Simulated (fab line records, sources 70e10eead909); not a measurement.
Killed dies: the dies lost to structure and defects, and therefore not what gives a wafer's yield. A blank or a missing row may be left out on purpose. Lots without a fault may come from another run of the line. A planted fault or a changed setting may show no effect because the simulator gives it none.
Matching of chambers || flow nand harc || cmp-03 running NHARC_A_CHANNEL_FILL_D2_CMP_10: 4 sister chambers
The step polishes, target thk 150 nm. 16 wafers are shown with their chamber, then 8 later ones without.

== WAFERS WITH THEIR CHAMBER ==
{"wafer": "L076.2", "chamber": 0, "motor current A (A)": 13.3, "time to endpoint s (s)": 14}
{"wafer": "L076.5", "chamber": 1, "motor current A (A)": 13.9, "time to endpoint s (s)": 19}
{"wafer": "L076.6", "chamber": 0, "motor current A (A)": 13.2, "time to endpoint s (s)": 12}
{"wafer": "L079.1", "chamber": 2, "motor current A (A)": 12.9, "time to endpoint s (s)": 16}
{"wafer": "L079.2", "chamber": 1, "motor current A (A)": 14.7, "time to endpoint s (s)": 22}
{"wafer": "L079.3", "chamber": 0, "motor current A (A)": 13.2, "time to endpoint s (s)": 15}
{"wafer": "L082.1", "chamber": 3, "motor current A (A)": 10.6, "time to endpoint s (s)": 13}
{"wafer": "L082.2", "chamber": 2, "motor current A (A)": 13.3, "time to endpoint s (s)": 15}
{"wafer": "L082.5", "chamber": 3, "motor current A (A)": 11.0, "time to endpoint s (s)": 14}
{"wafer": "L083.2", "chamber": 2, "motor current A (A)": 12.5, "time to endpoint s (s)": 16}
{"wafer": "L083.4", "chamber": 0, "motor current A (A)": 13.7, "time to endpoint s (s)": 15}
{"wafer": "L083.5", "chamber": 1, "motor current A (A)": 14.0, "time to endpoint s (s)": 20}
{"wafer": "L086.1", "chamber": 2, "motor current A (A)": 13.3, "time to endpoint s (s)": 12}
{"wafer": "L086.3", "chamber": 1, "motor current A (A)": 14.7, "time to endpoint s (s)": 18}
{"wafer": "L086.4", "chamber": 0, "motor current A (A)": 13.6, "time to endpoint s (s)": 11}
{"wafer": "L087.1", "chamber": 1, "motor current A (A)": 13.8, "time to endpoint s (s)": 20}

SIGNATURES (averages over the wafers above)
{"reading": "motor current A", "chamber 0": 13.400, "chamber 1": 14.220, "chamber 2": 13.000, "chamber 3": 10.800, "scatter within a chamber": 0.357}
{"reading": "time to endpoint s", "chamber 0": 13.40, "chamber 1": 19.80, "chamber 2": 14.75, "chamber 3": 13.50, "scatter within a chamber": 1.66}
Rule: a wafer's distance from a chamber is the root of the sum, over the readings, of the square of ((its reading less the chamber's mean) divided by the reading's scatter). If the next closest chamber is less than 2 further off than the closest, the wafer can't be placed; otherwise it belongs to the closest. How the scatter is found: for the shown wafers, subtract from each reading the mean of its chamber, square and add these, divide the total by (wafers less chambers), then take the root.

== WAFERS WITHOUT THEIR CHAMBER ==
{"wafer": "L087.4", "motor current A (A)": 11.3, "time to endpoint s (s)": 12}
{"wafer": "L087.6", "motor current A (A)": 12.8, "time to endpoint s (s)": 13}
{"wafer": "L090.2", "motor current A (A)": 14.2, "time to endpoint s (s)": 23}
{"wafer": "L090.3", "motor current A (A)": 12.3, "time to endpoint s (s)": 15}
{"wafer": "L090.6", "motor current A (A)": 10.2, "time to endpoint s (s)": 17}
{"wafer": "L094.1", "motor current A (A)": 13.3, "time to endpoint s (s)": 13}
{"wafer": "L094.3", "motor current A (A)": 14.1, "time to endpoint s (s)": 18}
{"wafer": "L094.4", "motor current A (A)": 12.9, "time to endpoint s (s)": 12}

== WHICH CHAMBER EACH ONE RAN IN ==
{"wafer": "L087.4", "from the rows above": 3, "in truth": 3}
{"wafer": "L087.6", "from the rows above": "can't be placed: 2 or 0", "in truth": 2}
{"wafer": "L090.2", "from the rows above": 1, "in truth": 1}
{"wafer": "L090.3", "from the rows above": "can't be placed: 2 or 0", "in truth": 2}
{"wafer": "L090.6", "from the rows above": 3, "in truth": 3}
{"wafer": "L094.1", "from the rows above": "can't be placed: 0 or 2", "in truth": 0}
{"wafer": "L094.3", "from the rows above": 1, "in truth": 1}
{"wafer": "L094.4", "from the rows above": "can't be placed: 0 or 2", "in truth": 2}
Placed correctly: 4 of 8. These rows do not allow placing 4 (true chamber among the candidates in 4). Wrongly placed: 0.
